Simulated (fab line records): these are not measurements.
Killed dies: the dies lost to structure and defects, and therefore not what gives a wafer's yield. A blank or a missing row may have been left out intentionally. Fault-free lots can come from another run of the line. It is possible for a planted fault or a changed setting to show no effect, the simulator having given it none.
fab line records / flow n5_finfet / part 2 of 2: steps 15 to 20 of 20
[record] lots = 5 wafers = 15 last_day = 17
route steps=1938 shown HKMG_FIN@435
lots that met no fault: from a run of the same line without faults
start_h: hours from the record's first day to the start of the lot's first wafer shown / wait_h: how many hours have passed since the lot's step before this one / " as in the row above / L1.1+2: one row covering several wafers at once / - either no value or no given start / * or withheld: withheld / < > ~ a bound
route shown NAME@n: a module of which the file shows steps, and the number in the route of the first / usual: mean and standard deviation over wafers with no fault / same: alike in all rows / chamber/n: place in a boat / sites: the reading at each site / _std_site: standard deviation of those values / _edge_site: mean of outer sites minus mean of inner sites / radius_mm: how far each site lies from the wafer's centre / mask NAME#n: copy n / behind: the last tool/chamber to shape the wafer / hold: why the lot went on hold/how many hours it stayed there/how the hold came to an end / device: the transistor (n, p or np) that didn't switch / end of line: the tests these same wafers got at the end of their route / a step given without rows: its recipe and nothing more / killed: not the wafer's yield, but the dies lost to structure and defects at the first sort / map: a wafer's dies, x killed, . not, _ none there
set.NAME: the run value of the setting; set.NAME@STEP: its run value at that earlier step / model.NAME: the simulator's own value behind a step, which no gauge read
a table for each step, a row for each wafer; lots at some steps of the route
services: a tool's chamber out of use, with start hour (start_h, from the record's first day; less than 0 if before it), hours out, and reason
[[steps]]
[step N5_HKMG_FIN_ALD_71]
[recipe] material = TiN target_thk_a = 10 temp_c = 400 ald_precursor_family = TiCl4 ald_co_reactant = NH3 pulse_time_s = 1 purge_time_s = 3 co_reactant_purge_time_s = 2 co_reactant_pulse_time_s = 2 ald_cycles = 47 pressure_torr = 3
[usual] heater_power_w = 858/61 precursor_pulse_height_rel = 1.000/0.018
lot.wafer=L075.3 tool=ald_metal-03 chamber=1 start_h=89.46 wait_h=0.0 heater_power_w=940 precursor_pulse_height_rel=1.022
lot.wafer=L075.5 tool=ald_metal-03 chamber=3 start_h=89.46 wait_h=0.0 heater_power_w=934 precursor_pulse_height_rel=0.992
lot.wafer=L075.6 tool=ald_metal-03 chamber=2 start_h=89.46 wait_h=0.0 heater_power_w=865 precursor_pulse_height_rel=1.013
lot.wafer=L080.1 tool=ald_metal-01 chamber=3 start_h=115.24 wait_h=0.0 heater_power_w=832 precursor_pulse_height_rel=1.030
lot.wafer=L080.3 tool=ald_metal-01 chamber=0 start_h=115.24 wait_h=0.0 heater_power_w=830 precursor_pulse_height_rel=1.003
lot.wafer=L080.6 tool=ald_metal-01 chamber=3 start_h=115.24 wait_h=0.0 heater_power_w=849 precursor_pulse_height_rel=0.992
lot.wafer=L087.3 tool=ald_metal-03 chamber=0 start_h=156.45 wait_h=0.0 heater_power_w=926 precursor_pulse_height_rel=0.988
lot.wafer=L087.4 tool=ald_metal-03 chamber=1 start_h=156.45 wait_h=0.0 heater_power_w=911 precursor_pulse_height_rel=1.017
lot.wafer=L087.6 tool=ald_metal-03 chamber=1 start_h=156.45 wait_h=0.0 heater_power_w=909 precursor_pulse_height_rel=1.000
lot.wafer=L094.1 tool=ald_metal-02 chamber=3 start_h=201.69 wait_h=0.0 heater_power_w=812 precursor_pulse_height_rel=1.013
lot.wafer=L094.4 tool=ald_metal-02 chamber=1 start_h=201.69 wait_h=0.0 heater_power_w=847 precursor_pulse_height_rel=1.007
lot.wafer=L094.5 tool=ald_metal-02 chamber=2 start_h=201.69 wait_h=0.0 heater_power_w=813 precursor_pulse_height_rel=0.981
lot.wafer=L095.4 tool=ald_metal-02 chamber=3 start_h=202.96 wait_h=0.0 heater_power_w=810 precursor_pulse_height_rel=0.973
lot.wafer=L095.5 tool=ald_metal-02 chamber=0 start_h=202.96 wait_h=0.0 heater_power_w=805 precursor_pulse_height_rel=1.035
lot.wafer=L095.6 tool=ald_metal-02 chamber=1 start_h=202.96 wait_h=0.0 heater_power_w=855 precursor_pulse_height_rel=1.023
[step N5_HKMG_FIN_COAT_66]
[recipe] resist = SOC temp_c = 250 time_s = 60 spin_rpm = 1500 resist_thk_nm = 300
lot.wafer=L075.3+5+6 tool=litho_track-01 chamber=0 start_h=89.74 wait_h=0.2
lot.wafer=L080.1+3+6 tool=litho_track-01 chamber=0 start_h=115.52 wait_h=0.2
lot.wafer=L087.3+4+6 tool=litho_track-02 chamber=0 start_h=156.74 wait_h=0.2
lot.wafer=L094.1+4+5 tool=litho_track-01 chamber=0 start_h=201.96 wait_h=0.2
lot.wafer=L095.4+5+6 tool=litho_track-05 chamber=0 start_h=203.25 wait_h=0.2
[step N5_HKMG_FIN_ETCH_67]
[recipe] chemistry = N2/H2 target = SOC target_depth_a = 3889 stop_on = TiN ion_energy_ev = 100 bias_w = 61 pressure_mtorr = 30 source_w = 850 n2_flow_sccm = 200 h2_flow_sccm = 200
[usual] chamber_pressure_mTorr = 30.003/0.027 drypump_motor_current_A = 5.7/0.46 oes_product_au = 0.81/0.09 rf_vpp_V = 240.7/1.4 showerhead_plenum_p_Torr = 2.56/0.093 throttle_valve_pct = 17.8/0.31
lot.wafer=L075.3 tool=rie_diel-02 chamber=2 start_h=89.86 wait_h=- chamber_pressure_mTorr=29.973 drypump_motor_current_A=5.8 oes_product_au=0.68 rf_hours_counter_h=246 rf_vpp_V=240.4 showerhead_plenum_p_Torr=2.63 throttle_valve_pct=18.1
lot.wafer=L075.5 tool=rie_diel-02 chamber=1 start_h=89.86 wait_h=- chamber_pressure_mTorr=30.031 drypump_motor_current_A=6.3 oes_product_au=0.80 rf_hours_counter_h=- rf_vpp_V=239.7 showerhead_plenum_p_Torr=2.46 throttle_valve_pct=17.6
lot.wafer=L075.6 tool=rie_diel-02 chamber=2 start_h=89.86 wait_h=- chamber_pressure_mTorr=30.060 drypump_motor_current_A=5.8 oes_product_au=0.68 rf_hours_counter_h=- rf_vpp_V=243.0 showerhead_plenum_p_Torr=2.63 throttle_valve_pct=18.1
lot.wafer=L080.1 tool=rie_diel-06 chamber=3 start_h=115.69 wait_h=- chamber_pressure_mTorr=30.014 drypump_motor_current_A=5.6 oes_product_au=0.82 rf_hours_counter_h=66 rf_vpp_V=238.3 showerhead_plenum_p_Torr=2.48 throttle_valve_pct=17.9
lot.wafer=L080.3 tool=rie_diel-06 chamber=2 start_h=115.69 wait_h=- chamber_pressure_mTorr=30.027 drypump_motor_current_A=5.5 oes_product_au=0.72 rf_hours_counter_h=187 rf_vpp_V=241.3 showerhead_plenum_p_Torr=2.64 throttle_valve_pct=18.3
lot.wafer=L080.6 tool=rie_diel-06 chamber=0 start_h=115.69 wait_h=- chamber_pressure_mTorr=29.981 drypump_motor_current_A=5.7 oes_product_au=0.88 rf_hours_counter_h=- rf_vpp_V=242.5 showerhead_plenum_p_Torr=2.70 throttle_valve_pct=17.5
lot.wafer=L087.3 tool=rie_diel-06 chamber=2 start_h=156.79 wait_h=- chamber_pressure_mTorr=29.972 drypump_motor_current_A=5.6 oes_product_au=0.71 rf_hours_counter_h=203 rf_vpp_V=242.4 showerhead_plenum_p_Torr=2.63 throttle_valve_pct=18.3
lot.wafer=L087.4 tool=rie_diel-06 chamber=0 start_h=156.79 wait_h=- chamber_pressure_mTorr=30.071 drypump_motor_current_A=5.7 oes_product_au=0.85 rf_hours_counter_h=50 rf_vpp_V=241.9 showerhead_plenum_p_Torr=2.69 throttle_valve_pct=17.5
lot.wafer=L087.6 tool=rie_diel-06 chamber=1 start_h=156.79 wait_h=- chamber_pressure_mTorr=30.048 drypump_motor_current_A=6.3 oes_product_au=0.94 rf_hours_counter_h=- rf_vpp_V=240.6 showerhead_plenum_p_Torr=2.49 throttle_valve_pct=17.4
lot.wafer=L094.1 tool=rie_diel-02 chamber=0 start_h=202.10 wait_h=- chamber_pressure_mTorr=29.961 drypump_motor_current_A=5.5 oes_product_au=0.86 rf_hours_counter_h=46 rf_vpp_V=241.4 showerhead_plenum_p_Torr=2.70 throttle_valve_pct=17.8
lot.wafer=L094.4 tool=rie_diel-02 chamber=2 start_h=202.10 wait_h=- chamber_pressure_mTorr=29.956 drypump_motor_current_A=5.8 oes_product_au=0.87 rf_hours_counter_h=30 rf_vpp_V=239.9 showerhead_plenum_p_Torr=2.61 throttle_valve_pct=17.8
lot.wafer=L094.5 tool=rie_diel-02 chamber=0 start_h=202.10 wait_h=- chamber_pressure_mTorr=30.021 drypump_motor_current_A=5.5 oes_product_au=0.87 rf_hours_counter_h=- rf_vpp_V=242.2 showerhead_plenum_p_Torr=2.70 throttle_valve_pct=17.8
lot.wafer=L095.4 tool=rie_diel-01 chamber=0 start_h=203.31 wait_h=- chamber_pressure_mTorr=29.978 drypump_motor_current_A=4.7 oes_product_au=0.70 rf_hours_counter_h=211 rf_vpp_V=241.1 showerhead_plenum_p_Torr=2.53 throttle_valve_pct=17.8
lot.wafer=L095.5 tool=rie_diel-01 chamber=3 start_h=203.31 wait_h=- chamber_pressure_mTorr=30.003 drypump_motor_current_A=5.4 oes_product_au=0.87 rf_hours_counter_h=- rf_vpp_V=241.0 showerhead_plenum_p_Torr=2.46 throttle_valve_pct=17.6
lot.wafer=L095.6 tool=rie_diel-01 chamber=0 start_h=203.31 wait_h=- chamber_pressure_mTorr=30.025 drypump_motor_current_A=4.7 oes_product_au=0.71 rf_hours_counter_h=- rf_vpp_V=240.5 showerhead_plenum_p_Torr=2.53 throttle_valve_pct=17.8
[step N5_HKMG_FIN_STRIP_90]
[recipe] chemistry = N2/H2 material = SOC time_s = 20 power_w = 500 temp_c = 40 pressure_mtorr = 50 rf_frequency_hz = 6e+07 bias_power_w = 8 h2_frac = 0.5 n2_flow_sccm = 300 h2_flow_sccm = 300
[usual] chamber_pressure_mTorr = 50.00/0.043 drypump_motor_current_A = 5.7/0.46 oes_product_au = 0.82/0.094 power_w = 500.1/1.6 rf_vpp_V = 54.2/0.91 showerhead_plenum_p_Torr = 3.38/0.12 temp_c = 40.00/0.11 throttle_valve_pct = 19.0/0.42
lot.wafer=L075.3 tool=rie_diel-02 chamber=2 start_h=89.92 wait_h=0.0 chamber_pressure_mTorr=50.06 drypump_motor_current_A=5.8 oes_product_au=0.68 power_w=503.7 rf_hours_counter_h=246 rf_vpp_V=52.9 showerhead_plenum_p_Torr=3.46 temp_c=39.91 throttle_valve_pct=19.3
lot.wafer=L075.5 tool=rie_diel-02 chamber=1 start_h=89.92 wait_h=0.0 chamber_pressure_mTorr=49.98 drypump_motor_current_A=6.3 oes_product_au=0.81 power_w=501.6 rf_hours_counter_h=- rf_vpp_V=53.0 showerhead_plenum_p_Torr=3.26 temp_c=40.07 throttle_valve_pct=18.7
lot.wafer=L075.6 tool=rie_diel-02 chamber=2 start_h=89.92 wait_h=0.0 chamber_pressure_mTorr=50.01 drypump_motor_current_A=5.8 oes_product_au=0.68 power_w=502.3 rf_hours_counter_h=- rf_vpp_V=54.1 showerhead_plenum_p_Torr=3.46 temp_c=39.96 throttle_valve_pct=19.3
lot.wafer=L080.1 tool=rie_diel-06 chamber=3 start_h=115.75 wait_h=0.0 chamber_pressure_mTorr=50.01 drypump_motor_current_A=5.6 oes_product_au=0.85 power_w=498.8 rf_hours_counter_h=66 rf_vpp_V=55.2 showerhead_plenum_p_Torr=3.27 temp_c=39.91 throttle_valve_pct=18.9
lot.wafer=L080.3 tool=rie_diel-06 chamber=2 start_h=115.75 wait_h=0.0 chamber_pressure_mTorr=49.98 drypump_motor_current_A=5.6 oes_product_au=0.74 power_w=500.1 rf_hours_counter_h=187 rf_vpp_V=54.0 showerhead_plenum_p_Torr=3.48 temp_c=39.91 throttle_valve_pct=19.8
lot.wafer=L080.6 tool=rie_diel-06 chamber=0 start_h=115.75 wait_h=0.0 chamber_pressure_mTorr=50.02 drypump_motor_current_A=5.7 oes_product_au=0.92 power_w=498.3 rf_hours_counter_h=- rf_vpp_V=54.1 showerhead_plenum_p_Torr=3.56 temp_c=40.08 throttle_valve_pct=18.7
lot.wafer=L087.3 tool=rie_diel-06 chamber=2 start_h=156.85 wait_h=0.0 chamber_pressure_mTorr=49.93 drypump_motor_current_A=5.6 oes_product_au=0.73 power_w=500.1 rf_hours_counter_h=203 rf_vpp_V=54.3 showerhead_plenum_p_Torr=3.47 temp_c=40.14 throttle_valve_pct=19.8
lot.wafer=L087.4 tool=rie_diel-06 chamber=0 start_h=156.85 wait_h=0.0 chamber_pressure_mTorr=50.04 drypump_motor_current_A=5.7 oes_product_au=0.89 power_w=500.9 rf_hours_counter_h=51 rf_vpp_V=55.6 showerhead_plenum_p_Torr=3.55 temp_c=40.05 throttle_valve_pct=18.8
lot.wafer=L087.6 tool=rie_diel-06 chamber=1 start_h=156.85 wait_h=0.0 chamber_pressure_mTorr=49.99 drypump_motor_current_A=6.3 oes_product_au=0.98 power_w=503.7 rf_hours_counter_h=- rf_vpp_V=53.8 showerhead_plenum_p_Torr=3.29 temp_c=40.05 throttle_valve_pct=18.4
lot.wafer=L094.1 tool=rie_diel-02 chamber=0 start_h=202.16 wait_h=0.0 chamber_pressure_mTorr=50.02 drypump_motor_current_A=5.5 oes_product_au=0.89 power_w=501.7 rf_hours_counter_h=46 rf_vpp_V=54.1 showerhead_plenum_p_Torr=3.56 temp_c=40.04 throttle_valve_pct=19.4
lot.wafer=L094.4 tool=rie_diel-02 chamber=2 start_h=202.16 wait_h=0.0 chamber_pressure_mTorr=50.05 drypump_motor_current_A=5.8 oes_product_au=0.88 power_w=501.2 rf_hours_counter_h=30 rf_vpp_V=55.9 showerhead_plenum_p_Torr=3.45 temp_c=40.18 throttle_valve_pct=19.0
lot.wafer=L094.5 tool=rie_diel-02 chamber=0 start_h=202.16 wait_h=0.0 chamber_pressure_mTorr=49.99 drypump_motor_current_A=5.5 oes_product_au=0.90 power_w=501.9 rf_hours_counter_h=- rf_vpp_V=54.6 showerhead_plenum_p_Torr=3.56 temp_c=40.00 throttle_valve_pct=19.4
lot.wafer=L095.4 tool=rie_diel-01 chamber=0 start_h=203.37 wait_h=0.0 chamber_pressure_mTorr=49.89 drypump_motor_current_A=4.7 oes_product_au=0.71 power_w=500.6 rf_hours_counter_h=211 rf_vpp_V=53.7 showerhead_plenum_p_Torr=3.34 temp_c=40.20 throttle_valve_pct=18.8
lot.wafer=L095.5 tool=rie_diel-01 chamber=3 start_h=203.37 wait_h=0.0 chamber_pressure_mTorr=50.05 drypump_motor_current_A=5.4 oes_product_au=0.87 power_w=501.7 rf_hours_counter_h=- rf_vpp_V=53.1 showerhead_plenum_p_Torr=3.25 temp_c=39.97 throttle_valve_pct=19.2
lot.wafer=L095.6 tool=rie_diel-01 chamber=0 start_h=203.37 wait_h=0.0 chamber_pressure_mTorr=49.99 drypump_motor_current_A=4.7 oes_product_au=0.72 power_w=501.5 rf_hours_counter_h=- rf_vpp_V=54.8 showerhead_plenum_p_Torr=3.34 temp_c=39.98 throttle_valve_pct=18.8
[step N5_HKMG_FIN_WET_ETCH_73]
[recipe] chemistry = SC1 mix = 1:2:40 temp_c = 50 time_s = 42.3 target_depth_nm = 1.3 dry = ipa_marangoni rinse_time_s = 30 rinse_temp_c = 23
[usual] h2o2_flow_mL_min = 69.77/0.2 temp_c = 49.99/0.11
lot.wafer=L075.3 tool=wet_bench-05 chamber=3 start_h=90.02 wait_h=0.1 h2o2_flow_mL_min=69.94 temp_c=49.86
lot.wafer=L075.5 tool=wet_bench-05 chamber=4 start_h=90.02 wait_h=0.1 h2o2_flow_mL_min=69.87 temp_c=50.16
lot.wafer=L075.6 tool=wet_bench-05 chamber=7 start_h=90.02 wait_h=0.1 h2o2_flow_mL_min=69.84 temp_c=49.90
lot.wafer=L080.1 tool=wet_bench-03 chamber=4 start_h=115.85 wait_h=0.1 h2o2_flow_mL_min=69.49 temp_c=50.02
lot.wafer=L080.3 tool=wet_bench-03 chamber=5 start_h=115.85 wait_h=0.1 h2o2_flow_mL_min=69.53 temp_c=50.07
lot.wafer=L080.6 tool=wet_bench-03 chamber=6 start_h=115.85 wait_h=0.1 h2o2_flow_mL_min=69.52 temp_c=49.99
lot.wafer=L087.3 tool=wet_bench-01 chamber=1 start_h=156.95 wait_h=0.1 h2o2_flow_mL_min=69.88 temp_c=50.06
lot.wafer=L087.4 tool=wet_bench-01 chamber=4 start_h=156.95 wait_h=0.1 h2o2_flow_mL_min=69.53 temp_c=49.85
lot.wafer=L087.6 tool=wet_bench-01 chamber=3 start_h=156.95 wait_h=0.1 h2o2_flow_mL_min=69.94 temp_c=49.82
lot.wafer=L094.1 tool=wet_bench-01 chamber=5 start_h=202.26 wait_h=0.1 h2o2_flow_mL_min=70.12 temp_c=49.90
lot.wafer=L094.4 tool=wet_bench-01 chamber=2 start_h=202.26 wait_h=0.1 h2o2_flow_mL_min=69.93 temp_c=49.97
lot.wafer=L094.5 tool=wet_bench-01 chamber=3 start_h=202.26 wait_h=0.1 h2o2_flow_mL_min=69.54 temp_c=49.84
lot.wafer=L095.4 tool=wet_bench-05 chamber=7 start_h=203.47 wait_h=0.1 h2o2_flow_mL_min=69.70 temp_c=50.12
lot.wafer=L095.5 tool=wet_bench-05 chamber=6 start_h=203.47 wait_h=0.1 h2o2_flow_mL_min=69.54 temp_c=49.99
lot.wafer=L095.6 tool=wet_bench-05 chamber=3 start_h=203.47 wait_h=0.1 h2o2_flow_mL_min=69.75 temp_c=50.10
[step N5_HKMG_FIN_ETCHBACK_68]
[recipe] chemistry = Cl2/Ar stop_on = HfO2 target_depth_a = 5 pressure_mtorr = 10 icp_w = 600 bias_w = 60 Cl2_flow_sccm = 40 Ar_flow_sccm = 60
[usual] chamber_pressure_mTorr = 9.998/0.0093 drypump_motor_current_A = 5.5/0.44 mfc_cl2_sccm = 39.99/0.11 oes_product_au = 0.76/0.12 throttle_valve_pct = 20.92/0.26
lot.wafer=L075.3 tool=rie_metal-02 chamber=0 start_h=90.12 wait_h=0.1 chamber_pressure_mTorr=9.991 drypump_motor_current_A=5.4 mfc_cl2_sccm=40.05 oes_product_au=0.66 rf_hours_counter_h=- throttle_valve_pct=21.20
lot.wafer=L075.5 tool=rie_metal-02 chamber=1 start_h=90.12 wait_h=0.1 chamber_pressure_mTorr=9.986 drypump_motor_current_A=5.6 mfc_cl2_sccm=40.04 oes_product_au=0.64 rf_hours_counter_h=- throttle_valve_pct=20.94
lot.wafer=L075.6 tool=rie_metal-02 chamber=0 start_h=90.12 wait_h=0.1 chamber_pressure_mTorr=9.989 drypump_motor_current_A=5.3 mfc_cl2_sccm=39.95 oes_product_au=0.53 rf_hours_counter_h=- throttle_valve_pct=21.38
lot.wafer=L080.1 tool=rie_metal-03 chamber=0 start_h=115.91 wait_h=0.0 chamber_pressure_mTorr=9.982 drypump_motor_current_A=6.4 mfc_cl2_sccm=40.03 oes_product_au=0.88 rf_hours_counter_h=6 throttle_valve_pct=20.35
lot.wafer=L080.3 tool=rie_metal-03 chamber=1 start_h=115.91 wait_h=0.0 chamber_pressure_mTorr=9.987 drypump_motor_current_A=4.8 mfc_cl2_sccm=39.97 oes_product_au=0.89 rf_hours_counter_h=- throttle_valve_pct=20.66
lot.wafer=L080.6 tool=rie_metal-03 chamber=0 start_h=115.91 wait_h=0.0 chamber_pressure_mTorr=10.001 drypump_motor_current_A=6.4 mfc_cl2_sccm=39.86 oes_product_au=0.88 rf_hours_counter_h=- throttle_valve_pct=20.35
lot.wafer=L087.3 tool=rie_metal-01 chamber=1 start_h=157.05 wait_h=0.1 chamber_pressure_mTorr=10.015 drypump_motor_current_A=5.1 mfc_cl2_sccm=40.03 oes_product_au=0.88 rf_hours_counter_h=- throttle_valve_pct=20.82
lot.wafer=L087.4 tool=rie_metal-01 chamber=0 start_h=157.05 wait_h=0.1 chamber_pressure_mTorr=9.998 drypump_motor_current_A=5.9 mfc_cl2_sccm=39.92 oes_product_au=0.81 rf_hours_counter_h=- throttle_valve_pct=21.05
lot.wafer=L087.6 tool=rie_metal-01 chamber=1 start_h=157.05 wait_h=0.1 chamber_pressure_mTorr=10.007 drypump_motor_current_A=5.1 mfc_cl2_sccm=40.02 oes_product_au=0.89 rf_hours_counter_h=- throttle_valve_pct=20.84
lot.wafer=L094.1 tool=rie_metal-02 chamber=0 start_h=202.32 wait_h=0.0 chamber_pressure_mTorr=10.007 drypump_motor_current_A=5.4 mfc_cl2_sccm=39.98 oes_product_au=0.64 rf_hours_counter_h=102 throttle_valve_pct=21.23
lot.wafer=L094.4 tool=rie_metal-02 chamber=0 start_h=202.32 wait_h=0.0 chamber_pressure_mTorr=9.988 drypump_motor_current_A=5.4 mfc_cl2_sccm=40.08 oes_product_au=0.64 rf_hours_counter_h=- throttle_valve_pct=21.20
lot.wafer=L094.5 tool=rie_metal-02 chamber=0 start_h=202.32 wait_h=0.0 chamber_pressure_mTorr=9.995 drypump_motor_current_A=5.4 mfc_cl2_sccm=40.15 oes_product_au=0.64 rf_hours_counter_h=- throttle_valve_pct=21.23
lot.wafer=L095.4 tool=rie_metal-02 chamber=0 start_h=203.57 wait_h=0.1 chamber_pressure_mTorr=10.003 drypump_motor_current_A=5.4 mfc_cl2_sccm=39.90 oes_product_au=0.64 rf_hours_counter_h=- throttle_valve_pct=21.22
lot.wafer=L095.5 tool=rie_metal-02 chamber=1 start_h=203.57 wait_h=0.1 chamber_pressure_mTorr=9.992 drypump_motor_current_A=5.6 mfc_cl2_sccm=40.03 oes_product_au=0.61 rf_hours_counter_h=- throttle_valve_pct=20.97
lot.wafer=L095.6 tool=rie_metal-02 chamber=0 start_h=203.57 wait_h=0.1 chamber_pressure_mTorr=10.008 drypump_motor_current_A=5.4 mfc_cl2_sccm=40.11 oes_product_au=0.64 rf_hours_counter_h=- throttle_valve_pct=21.21
[[services]]
tool=rie_diel-02 chamber=0 start_h=66.19 hours=- kind=clean
tool=rie_diel-02 chamber=0 start_h=66.19 hours=- kind=consumable_replace:focus_ring
tool=rie_diel-02 chamber=0 start_h=66.19 hours=- kind=consumable_replace:showerhead
tool=rie_diel-02 chamber=0 start_h=66.19 hours=18.1 kind=scheduled_down
tool=rie_diel-02 chamber=0 start_h=66.19 hours=18.1 kind=vent_cycle
tool=rie_diel-02 chamber=- start_h=72.54 hours=11.6 kind=repair
tool=rie_metal-03 chamber=- start_h=74.93 hours=1.3 kind=repair
tool=plasma_asher-01 chamber=- start_h=80.62 hours=13.4 kind=repair
tool=ald_metal-03 chamber=0 start_h=87.98 hours=6.5 kind=repair
tool=rie_diel-02 chamber=2 start_h=96.77 hours=1.5 kind=repair
tool=rie_metal-03 chamber=- start_h=96.91 hours=2.8 kind=pm
tool=ald_metal-01 chamber=0 start_h=104.37 hours=4.3 kind=repair
tool=ald_metal-02 chamber=- start_h=116.98 hours=0.9 kind=repair
tool=rie_metal-03 chamber=- start_h=123.91 hours=0.3 kind=repair
tool=rie_diel-01 chamber=3 start_h=130.35 hours=4.5 kind=repair
tool=ald_metal-03 chamber=2 start_h=131.81 hours=1.9 kind=repair
tool=wet_bench-05 chamber=- start_h=132.77 hours=1.7 kind=repair
tool=ald_metal-02 chamber=1 start_h=140.20 hours=31.7 kind=repair
tool=rie_diel-01 chamber=- start_h=148.96 hours=0.1 kind=repair
tool=rie_diel-02 chamber=1 start_h=158.46 hours=5.5 kind=repair
tool=ald_metal-01 chamber=0 start_h=164.19 hours=25.1 kind=repair
tool=rie_metal-02 chamber=- start_h=166.55 hours=2.8 kind=pm
tool=rie_metal-01 chamber=1 start_h=176.03 hours=10.8 kind=repair
tool=rie_metal-03 chamber=0 start_h=196.89 hours=10.6 kind=repair
